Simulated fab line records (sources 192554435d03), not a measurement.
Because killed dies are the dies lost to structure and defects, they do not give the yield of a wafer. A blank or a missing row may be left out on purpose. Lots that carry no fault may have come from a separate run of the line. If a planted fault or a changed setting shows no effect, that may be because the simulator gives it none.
fab line records	flow n5-finfet
record: lots: 6	wafers: 16	last-day: 16
route steps=1938 shown DUMMY_GATE@234
lots that met no fault: taken from a fault-free run of the same line
start-h: hours from the record's opening day to when the first of the lot's shown wafers began	wait-h: hours elapsed since this lot's preceding step	" same as the row above	L1.1+2: a row that stands for several wafers	- either no value or no given start	* or withheld: withheld	< > ~ a bound
route shown NAME@n: names a module that has steps shown in the file, with the first one's number in the route	usual: average and standard deviation across the fault-free wafers	same: alike in all rows	chamber/n: place in a boat	sites: per-site readings	_std_site: standard deviation across them	_edge_site: mean of outer sites minus mean of inner sites	radius-mm: for every site, how far away it sits from the centre of the wafer	mask NAME#n: copy n	behind: tool/chamber where the wafer was last shaped	hold: the reason the lot was held/the length of the hold in hours/how it ended	device: transistor that didn't switch, given as n, p or np	end of line: tests of these same wafers at the route's end	step lacking rows: just its recipe	killed: dies that structure and defects cost at the first sort, which is not the same as the wafer's yield	map: a wafer's dies, x killed, . not, _ none there
set.NAME: the setting as run; set.NAME@STEP: as run at that earlier step	model.NAME: the simulator's own value behind a step, which no gauge read
lots at selected steps of the route; one table per step, one row per wafer
services: from which hour (start-h, from the record's first day; less than 0 if before it) a tool's chamber was out of use, for how many hours, and why
== steps ==
step: N5_DUMMY_GATE_DESCUM_20
recipe: chemistry: O2	time-s: 6.2	source-power-w: 50	bias-power-w: 20	pressure-mtorr: 20	rf-frequency-hz: 2.712e+07	temp-c: 40	resist: CAR-EUV	o2-flow-sccm: 225
usual: drypump-motor-current-A: 5.6/0.56	oes-product-au: 0.79/0.094	rf-vpp-V: 242.8/1.5	showerhead-plenum-p-Torr: 2.08/0.086	throttle-valve-pct: 20.49/0.21
lot.wafer	tool	chamber	start-h	wait-h	drypump-motor-current-A	oes-product-au	rf-hours-counter-h	rf-vpp-V	showerhead-plenum-p-Torr	throttle-valve-pct
L791.1	rie-diel-06	1	64.18	0.1	5.4	0.84	62	245.1	2.20	20.13
L791.2	"	3	"	"	4.7	0.90	54	243.1	2.12	20.37
L795.3	rie-diel-03	0	89.26	0.1	5.9	0.70	187	243.5	2.19	20.39
L795.5	"	0	"	"	5.9	0.70	-	246.0	2.19	20.40
L798.1	rie-diel-02	2	106.04	0.0	5.6	0.88	51	241.3	2.04	20.41
L798.4	"	3	"	"	6.0	0.68	234	244.1	2.14	20.44
L798.5	"	3	"	"	6.0	0.69	-	244.4	2.14	20.45
L800.1	rie-diel-06	2	118.31	0.0	4.7	0.70	207	242.6	2.07	20.73
L800.4	"	0	"	"	6.2	0.73	204	241.0	1.97	20.76
L800.5	"	2	"	"	4.7	0.71	-	242.7	2.07	20.73
L809.1	rie-diel-06	2	174.03	0.1	4.7	0.69	227	243.6	2.07	20.75
L809.3	"	3	"	"	4.8	0.85	92	243.4	2.11	20.44
L809.4	"	0	"	"	6.2	0.71	219	240.4	1.97	20.79
L810.1	rie-diel-03	1	178.24	0.0	5.0	0.90	26	244.7	2.22	20.11
L810.2	"	3	"	"	6.5	0.70	231	241.1	1.98	20.59
L810.3	"	2	"	"	5.3	0.87	43	243.6	2.05	20.56
step: N5_DUMMY_GATE_ETCH_29
recipe: chemistry: N2/H2	target: underlayer	target-depth-a: 130	ion-energy-ev: 200	pressure-mtorr: 30	source-w: 840	bias-w: 150	n2-flow-sccm: 200	h2-flow-sccm: 200
step: N5_DUMMY_GATE_ETCH_36
recipe: chemistry: CF4	target: SiARC	target-depth-a: 130	pressure-mtorr: 40	source-w: 545	bias-w: 36	Ar_flow_sccm: 100	cf4-flow-sccm: 100	ion-energy-ev: 80
usual: drypump-motor-current-A: 5.6/0.56	oes-product-au: 0.78/0.094	rf-vpp-V: 183.8/1.4	showerhead-plenum-p-Torr: 2.13/0.088	throttle-valve-pct: 15.68/0.22
lot.wafer	tool	chamber	start-h	wait-h	drypump-motor-current-A	oes-product-au	rf-hours-counter-h	rf-vpp-V	showerhead-plenum-p-Torr	throttle-valve-pct
L791.1	rie-diel-06	1	64.29	0.0	5.4	0.86	62	185.2	2.28	15.49
L791.2	"	3	"	"	4.7	0.89	54	183.2	2.15	15.51
L795.3	rie-diel-03	0	89.36	0.0	6.0	0.70	187	185.1	2.23	15.65
L795.5	"	0	"	"	5.9	0.71	-	184.4	2.23	15.66
L798.1	rie-diel-02	2	106.15	0.0	5.6	0.86	51	184.0	2.08	15.48
L798.4	"	3	"	"	6.0	0.65	234	183.6	2.21	15.76
L798.5	"	3	"	"	6.0	0.65	-	185.1	2.21	15.74
L800.1	rie-diel-06	2	118.41	0.0	4.7	0.69	207	183.6	2.13	15.93
L800.4	"	0	"	"	6.2	0.72	204	183.6	2.05	16.12
L800.5	"	2	"	"	4.7	0.68	-	182.4	2.13	15.94
L809.1	rie-diel-06	2	174.13	0.0	4.7	0.68	227	184.9	2.13	15.99
L809.3	"	3	"	"	4.8	0.84	92	183.5	2.14	15.58
L809.4	"	0	"	"	6.2	0.71	219	183.1	2.04	16.11
L810.1	rie-diel-03	1	178.34	0.0	5.0	0.88	26	186.1	2.27	15.29
L810.2	"	3	"	"	6.5	0.69	231	183.1	2.03	15.74
L810.3	"	2	"	"	5.2	0.83	43	183.2	2.08	15.58
step: N5_DUMMY_GATE_ETCH_37
recipe: chemistry: N2/H2	target: SOC	target-depth-a: 600	overetch-a: 300	temp-c: 40	ion-energy-ev: 200	pressure-mtorr: 30	source-w: 840	bias-w: 150	n2-flow-sccm: 200	h2-flow-sccm: 200
usual: drypump-motor-current-A: 5.6/0.56	h2-flow-sccm: 200.0/0.59	oes-product-au: 0.62/0.067	rf-vpp-V: 523.4/3	showerhead-plenum-p-Torr: 2.52/0.11	throttle-valve-pct: 17.83/0.26
lot.wafer	tool	chamber	start-h	wait-h	drypump-motor-current-A	h2-flow-sccm	oes-product-au	rf-hours-counter-h	rf-vpp-V	showerhead-plenum-p-Torr	throttle-valve-pct
L791.1	rie-diel-06	1	64.33	0.0	5.4	199.5	0.66	62	527.4	2.66	17.38
L791.2	"	3	"	"	4.8	200.0	0.69	54	524.6	2.57	17.68
L795.3	rie-diel-03	0	89.40	0.0	5.9	201.0	0.56	187	526.4	2.64	17.70
L795.5	"	0	"	"	5.9	200.3	0.56	-	527.5	2.64	17.68
L798.1	rie-diel-02	2	106.19	0.0	5.7	198.5	0.70	51	522.3	2.46	17.69
L798.4	"	3	"	"	6.0	200.1	0.56	234	525.9	2.63	17.92
L798.5	"	3	"	"	6.0	200.0	0.55	-	525.4	2.63	17.93
L800.1	rie-diel-06	2	118.45	0.0	4.8	200.2	0.57	207	523.3	2.52	18.14
L800.4	"	0	"	"	6.3	199.7	0.58	204	520.4	2.43	18.35
L800.5	"	2	"	"	4.7	199.7	0.57	-	523.5	2.52	18.15
L809.1	rie-diel-06	2	174.17	0.0	4.7	200.1	0.56	227	523.1	2.51	18.17
L809.3	"	3	"	"	4.7	198.5	0.66	92	523.8	2.55	17.73
L809.4	"	0	"	"	6.2	201.1	0.57	219	519.2	2.43	18.36
L810.1	rie-diel-03	1	178.38	0.0	5.1	199.5	0.71	26	528.3	2.71	17.59
L810.2	"	3	"	"	6.5	199.9	0.56	231	519.7	2.40	17.81
L810.3	"	2	"	"	5.3	200.6	0.68	43	521.4	2.48	17.76
step: N5_DUMMY_GATE_STRIP_38
recipe: chemistry: N2/H2	temp-c: 40	n2-flow-sccm: 200	h2-flow-sccm: 200	rf-frequency-hz: 6e+07
step: N5_DUMMY_GATE_STRIP_39
recipe: chemistry: N2/H2	temp-c: 40	n2-flow-sccm: 200	h2-flow-sccm: 200	rf-frequency-hz: 6e+07
step: N5_DUMMY_GATE_TRIM_49
recipe: chemistry: O2	resist: SOC	time-s: 29	target-cd-nm: 14	source-power-w: 300	bias-power-w: 0	O2_flow_sccm: 100	temp-c: 20
usual: drypump-motor-current-A: 5.7/0.4	oes-product-au: 1.002/0.02	throttle-valve-pct: 8.19/0.15
lot.wafer	tool	chamber	start-h	wait-h	drypump-motor-current-A	oes-product-au	rf-hours-counter-h	throttle-valve-pct
L791.1	rie-si-03	2	64.41	0.0	5.2	1.001	165	7.99
L791.2	"	3	"	"	5.6	1.006	199	8.29
L795.3	rie-si-02	2	89.48	0.0	6.4	0.972	35	8.16
L795.5	"	1	"	"	5.2	0.997	-	8.19
L798.1	rie-si-06	1	106.27	0.0	6.1	0.998	72	8.22
L798.4	"	0	"	"	6.2	1.012	142	8.23
L798.5	"	0	"	"	6.2	1.012	-	8.24
L800.1	rie-si-03	2	118.53	0.0	5.2	0.991	166	8.01
L800.4	"	1	"	"	5.6	0.985	122	8.11
L800.5	"	2	"	"	5.2	0.982	-	8.02
L809.1	rie-si-03	0	174.25	0.0	6.0	1.021	186	8.48
L809.3	"	3	"	"	5.6	1.024	1	8.07
L809.4	"	1	"	"	5.6	0.989	123	8.11
L810.1	rie-si-06	0	178.46	0.0	6.2	1.005	143	8.24
L810.2	"	2	"	"	5.6	0.992	64	8.20
L810.3	"	1	"	"	6.1	0.983	73	8.21
step: N5_DUMMY_GATE_STRIP_40
recipe: chemistry: CF4	resist: SiARC	power-w: 300	bias-power-w: 75	pressure-mtorr: 50	cf4-flow-sccm: 150	rf-frequency-hz: 6e+07
step: N5_DUMMY_GATE_CD_MEAS_50
recipe: target-cd-nm: 14
usual: cd-nm: 14.2/0.41
lot.wafer	tool	chamber	start-h	wait-h	cd-nm
L791.1	cd-sem-03	-	64.56	0.0	14.4
L791.2	"	-	"	"	13.7
L795.3	cd-sem-02	-	89.78	0.0	14.3
L795.5	"	-	"	"	14.4
L798.1	cd-sem-01	-	106.42	0.0	14.0
L798.4	"	-	"	"	14.5
L798.5	"	-	"	"	14.3
L800.1	cd-sem-03	-	118.68	0.0	14.2
L800.4	"	-	"	"	14.3
L800.5	"	-	"	"	14.2
L809.1	cd-sem-01	-	174.40	0.0	13.4
L809.3	"	-	"	"	14.3
L809.4	"	-	"	"	13.5
L810.1	cd-sem-02	-	178.61	0.0	14.1
L810.2	"	-	"	"	14.3
L810.3	"	-	"	"	13.7
step: N5_DUMMY_GATE_ETCH_31
recipe: chemistry: C4F6/O2	target: SiO2	mask-material: SOC	target-depth-a: 825	time-s: 27.5	ion-energy-ev: 250	pressure-mtorr: 30	source-w: 345	bias-w: 185	Ar_flow_sccm: 300	C4F6_flow_sccm: 10	O2_flow_sccm: 10
usual: drypump-motor-current-A: 5.6/0.5	oes-product-au: 0.77/0.091	rf-vpp-V: 654/14	showerhead-plenum-p-Torr: 2.82/0.12	throttle-valve-pct: 21.25/0.23
lot.wafer	tool	chamber	start-h	wait-h	drypump-motor-current-A	oes-product-au	rf-hours-counter-h	rf-vpp-V	showerhead-plenum-p-Torr	throttle-valve-pct
L791.1	rie-diel-03	3	64.60	0.0	6.5	0.71	198	636	2.68	21.00
L791.2	"	1	"	"	5.0	0.66	249	638	2.69	21.19
L795.3	rie-diel-02	2	89.92	0.1	5.7	0.87	47	644	2.77	21.09
L795.5	"	3	"	"	6.0	0.67	-	681	2.97	21.43
L798.1	rie-diel-06	0	106.66	0.2	6.3	0.73	200	675	2.71	21.55
L798.4	"	0	"	"	6.2	0.74	-	678	2.71	21.56
L798.5	"	3	"	"	4.8	0.87	-	655	2.85	21.02
L800.1	rie-diel-06	0	118.73	0.0	6.2	0.73	204	675	2.71	21.57
L800.4	"	2	"	"	4.7	0.69	208	651	2.84	21.54
L800.5	"	2	"	"	4.8	0.70	-	650	2.84	21.53
L809.1	rie-diel-06	1	174.45	0.0	5.4	0.81	97	647	3.01	21.13
L809.3	"	0	"	"	6.2	0.71	219	676	2.70	21.59
L809.4	"	3	"	"	4.8	0.84	92	654	2.83	21.04
L810.1	rie-diel-03	1	178.66	0.0	5.0	0.88	26	645	3.02	20.90
L810.2	"	2	"	"	5.3	0.86	43	663	2.78	21.25
L810.3	"	3	"	"	6.4	0.68	231	637	2.67	21.05
step: N5_DUMMY_GATE_STRIP_41
recipe: chemistry: O2	power-w: 400	temp-c: 40	pressure-mtorr: 30	rf-frequency-hz: 6e+07	bias-power-w: 0	overash-fraction: 0.3	o2-flow-sccm: 225
step: N5_DUMMY_GATE_HM_OPEN_21
recipe: chemistry: CH3F/O2	target: SiNx	target-depth-a: 1200	Ar_flow_sccm: 150	CH3F_flow_sccm: 30	O2_flow_sccm: 23	time-s: 171.4	pressure-mtorr: 30	source-w: 395	bias-w: 73	ion-energy-ev: 120.7
step: N5_DUMMY_GATE_ETCH_32
recipe: chemistry: CF4	target: SiO2	target-depth-a: 35	time-s: 3.9	ion-energy-ev: 350	pressure-mtorr: 10	icp-w: 800	bias-w: 400	cf4-flow-sccm: 80
usual: drypump-motor-current-A: 5.7/0.42	oes-product-au: 0.994/0.025	throttle-valve-pct: 21.87/0.23
lot.wafer	tool	chamber	start-h	wait-h	drypump-motor-current-A	oes-product-au	rf-hours-counter-h	throttle-valve-pct	model.SiO2_of_DUMMY_GATE_PECVD_30.thk-nm	model.etch.depth-nm
L791.1	rie-si-02	3	64.85	0.1	5.8	0.956	44	21.59	41.4	3.403
L791.2	"	1	"	"	5.2	0.993	85	21.79	39.6	3.598
L795.3	rie-si-03	2	90.17	0.1	5.2	0.983	165	21.61	39.4	3.392
L795.5	"	1	"	"	5.6	0.980	-	21.55	41	3.47
L798.1	rie-si-02	0	106.90	0.1	6.2	1.020	192	22.10	41.8	3.471
L798.4	"	2	"	"	6.3	0.977	35	21.95	41.4	3.386
L798.5	"	1	"	"	5.2	1.307	-	21.89	40.8	5.412
L800.1	rie-si-02	2	118.97	0.1	6.4	0.974	35	21.94	41	3.39
L800.4	"	0	"	"	6.1	1.013	192	22.14	42.6	3.456
L800.5	"	1	"	"	5.2	1.310	-	21.90	39.4	5.415
L809.1	rie-si-06	3	174.70	0.1	4.9	1.031	87	22.23	39.6	3.489
L809.3	"	2	"	"	5.6	1.013	64	21.87	40.2	3.688
L809.4	"	0	"	"	6.2	0.989	143	21.78	40.8	3.554
L810.1	rie-si-03	3	178.91	0.1	5.6	1.018	1	22.07	42.2	3.523
L810.2	"	2	"	"	5.2	0.987	167	21.61	42.2	3.385
L810.3	"	1	"	"	5.5	0.984	123	21.55	42	3.483
step: N5_DUMMY_GATE_ETCH_23
recipe: chemistry: HBr/Cl2/O2	HBr_flow_sccm: 150	Cl2_flow_sccm: 80	O2_flow_sccm: 12	bias-w: 102	target-depth-a: 410	time-s: 22.3	target: poly-Si	mask-material: SiO2	pressure-mtorr: 10	icp-w: 800
step: N5_DUMMY_GATE_ETCH_44
recipe: chemistry: HBr/O2	over-etch-frac: 0.7	target-depth-a: 1275	stop-on: SiO2	ion-energy-ev: 60	bias-w: 20	target: poly-Si	mask-material: SiO2	pressure-mtorr: 20	icp-w: 400	HBr_flow_sccm: 120	O2_flow_sccm: 10
usual: drypump-motor-current-A: 5.7/0.42	oes-product-au: 0.729/0.017	throttle-valve-pct: 18.52/0.24
lot.wafer	tool	chamber	start-h	wait-h	drypump-motor-current-A	oes-product-au	rf-hours-counter-h	throttle-valve-pct	model.SiO2_of_DUMMY_GATE_PECVD_30.thk-nm
L791.1	rie-si-02	3	64.94	0.0	5.8	0.709	44	18.15	38
L791.2	"	1	"	"	5.2	0.699	85	18.67	36.2
L795.3	rie-si-03	2	90.26	0.0	5.2	0.744	165	18.12	36
L795.5	"	1	"	"	5.5	0.725	-	18.26	37.6
L798.1	rie-si-02	0	106.99	0.0	6.1	0.732	192	18.78	38.4
L798.4	"	2	"	"	6.3	0.724	35	18.61	38.2
L798.5	"	1	"	"	5.3	0.704	-	18.66	37.4
L800.1	rie-si-02	2	119.06	0.0	6.3	0.720	35	18.61	37.6
L800.4	"	0	"	"	6.2	0.762	192	18.77	39.2
L800.5	"	1	"	"	5.2	0.700	-	18.65	36
L809.1	rie-si-06	3	174.78	0.0	4.9	0.764	87	18.77	36
L809.3	"	2	"	"	5.6	0.721	64	18.66	36.6
L809.4	"	0	"	"	6.2	0.723	143	18.66	37.2
L810.1	rie-si-03	3	179.00	0.0	5.6	0.735	2	18.63	38.6
L810.2	"	2	"	"	5.2	0.740	167	18.11	38.6
L810.3	"	1	"	"	5.6	0.699	123	18.27	38.4
step: N5_DUMMY_GATE_CD_MEAS_24
recipe: target-cd-nm: 15
usual: cd-nm: 15.2/0.43
lot.wafer	tool	chamber	start-h	wait-h	cd-nm
L791.1	cd-sem-01	-	65.05	0.1	15.0
L791.2	"	-	"	"	14.9
L795.3	cd-sem-02	-	90.37	0.1	15.2
L795.5	"	-	"	"	15.1
L798.1	cd-sem-02	-	107.10	0.1	14.7
L798.4	"	-	"	"	15.4
L798.5	"	-	"	"	15.3
L800.1	cd-sem-02	-	119.17	0.1	15.3
L800.4	"	-	"	"	15.4
L800.5	"	-	"	"	15.1
L809.1	cd-sem-03	-	174.89	0.1	14.5
L809.3	"	-	"	"	14.9
L809.4	"	-	"	"	15.0
L810.1	cd-sem-01	-	179.11	0.1	14.9
L810.2	"	-	"	"	15.6
L810.3	"	-	"	"	15.7
== services ==
tool	chamber	start-h	hours	kind
rie-si-02	0	44.16	3.5	repair
rie-diel-03	-	48.55	2.8	pm
rie-diel-03	-	51.49	0.5	repair
rie-diel-03	1	68.41	-	clean
rie-diel-03	1	68.41	-	consumable-replace:focus-ring
rie-diel-03	1	68.41	-	consumable-replace:showerhead
rie-diel-03	1	68.41	23.2	scheduled-down
rie-diel-03	1	68.41	23.2	vent-cycle
rie-diel-06	1	70.09	4.3	repair
rie-si-03	3	78.49	-	clean
rie-si-03	3	78.49	20.6	scheduled-down
rie-si-03	3	78.49	20.6	vent-cycle
rie-diel-06	-	98.98	0.4	repair
rie-diel-03	0	115.96	8.9	repair
rie-si-03	-	126.25	0.8	repair
rie-diel-02	3	159.07	-	clean
rie-diel-02	3	159.07	-	consumable-replace:focus-ring
rie-diel-02	3	159.07	16.3	scheduled-down
rie-diel-02	3	159.07	16.3	vent-cycle
rie-si-02	0	160.57	-	clean
rie-si-02	0	160.57	24.8	scheduled-down
rie-si-02	0	160.57	24.8	vent-cycle
rie-diel-06	0	163.38	9.6	repair
== key ==
first-sign: step: N5_DUMMY_GATE_ETCH_32	reading: oes-product-au	direction: up	sigmas: 13	usual: 0.994	struck: 1.308
effect none on later readings
model-effect: step: N5_DUMMY_GATE_ETCH_32	value: SiO2_of_DUMMY_GATE_PECVD_30.thk-nm	without: 42	struck: 40.1
model-effect: step: N5_DUMMY_GATE_ETCH_44	value: SiO2_of_DUMMY_GATE_PECVD_30.thk-nm	without: 38.6	struck: 36.7
met-at N5_DUMMY_GATE_ETCH_32
struck-wafers L798.5,L800.5
tester-left-out L798,L800
onset-between 64.85 106.90
fault: kind: process-parameter-drift	tool: rie-si-02	chamber: -	onset-h: 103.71	steps: N5_DUMMY_GATE_ETCH_32	channel: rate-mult	offset: 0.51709	shape: step	end-h: 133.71	scope: struck-wafers-only
tester-left-out: of these lots the tester's yield and bins aren't shown, on N5 and GAA mostly nor the transistor test; their killed dies are dies lost to structure and defects alone, not to doping, threshold or leakage, so they don't give the yield
